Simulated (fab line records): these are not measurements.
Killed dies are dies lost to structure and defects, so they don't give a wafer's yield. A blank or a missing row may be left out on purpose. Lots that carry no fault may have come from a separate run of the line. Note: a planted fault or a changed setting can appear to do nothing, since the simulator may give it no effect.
Lot-split experiment | flow n5 finfet | on a route of 1938 steps: 7 lots, 21 wafers read

== ON THE SPLIT ==
At N5_BEOL_M10_VIA_ETCH_34 (etches SiCOH lowk in C4F6/O2, target depth 184.5 nm, time 69.2 s), the setting bias w was moved away from the recipe's 185 W on 6 of the 21 wafers read, by -11.9% to +14.9%. This setting was run at the recipe's value on the other wafers.

Reading taken at the split's own step.

== THE READING ==
rf vpp V, in V, at N5_BEOL_M10_VIA_ETCH_34 (etches SiCOH lowk in C4F6/O2, target depth 184.5 nm, time 69.2 s). A value of 673 V with a standard deviation of 12 V is what fault-free wafers of this fab line usually give.

wafer  | tool, chamber at the split | bias w as run, W | against the recipe | rf vpp V, V | against lot-mates on the recipe
L076.2 | rie diel-02, 3             | 185              | recipe             | 680         | -
L076.3 | rie diel-02, 1             | 185              | recipe             | 665         | -
L076.4 | rie diel-02, 2             | 200.6            | +8.4%              | 701         | +28
L078.1 | rie diel-04, 2             | 185              | recipe             | 666         | -
L078.4 | rie diel-04, 2             | 176.6            | -4.5%              | 640         | -34
L078.6 | rie diel-04, 1             | 185              | recipe             | 682         | -
L079.1 | rie diel-03, 1             | 212.6            | +14.9%             | 762         | +76
L079.2 | rie diel-03, 0             | 185              | recipe             | 686         | -
L079.4 | rie diel-03, 0             | 212.6            | +14.9%             | 762         | +76
L084.1 | rie diel-03, 1             | 185              | recipe             | 684         | -
L084.3 | rie diel-03, 2             | 185              | recipe             | 696         | -
L084.6 | rie diel-03, 0             | 185              | recipe             | 684         | -
L088.1 | rie diel-03, 0             | 185              | recipe             | 684         | -
L088.5 | rie diel-03, 1             | 185              | recipe             | 683         | -
L088.6 | rie diel-03, 2             | 185              | recipe             | 694         | -
L087.1 | rie diel-02, 3             | 162.9            | -11.9%             | 615         | -62
L087.4 | rie diel-02, 0             | 185              | recipe             | 677         | -
L087.5 | rie diel-02, 1             | 162.9            | -11.9%             | 601         | -76
L090.3 | rie diel-02, 2             | 185              | recipe             | 658         | -
L090.5 | rie diel-02, 0             | 185              | recipe             | 675         | -
L090.6 | rie diel-02, 3             | 185              | recipe             | 681         | -

THE FIT
A straight line over all 21 wafers: rf vpp V changes by +5.54 V for each +1% of bias w; r = +0.96; the points scatter about the line by 11 V.
The same after taking each lot's own level away (the mean of its wafers on the recipe; 21 wafers): +5.27 V for each +1%; r = +0.98; scatter 7.8 V.
Per that fit: largest bias w move, reading shift of 79 V.
Measured against the standard deviation above, the lots' own levels, which go from 671.3 to 688.0 V, span 1.4 times it.
Consequently the slope shifts little with the lot-to-lot level, the two slopes agreeing.
Check: +76.7 V against its lot-mates is what the line predicts for one of the wafers moved furthest among these (+14.9%) when that wafer is left out of the fit. It came out at +76 V against them.
Tool readings at the split's step, against how far the setting was moved: rf vpp V r = +0.96.

== OTHER SPLITS APPLIED TO THESE WAFERS ==
Before the reading, these wafers also passed through other splits. Each is held against what the fit with the lots' levels taken away leaves over:
other split on the same wafers | wafers away from the commonest value | r with rf vpp V (lot level and that fit taken away)
N5_BEOL_M10_EXPOSE_08 dose mj  | 6                                    | +0.08

== FILE'S OWN FIT ==
rf vpp V changes by +5.17 V for each +1% of bias w, r = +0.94.
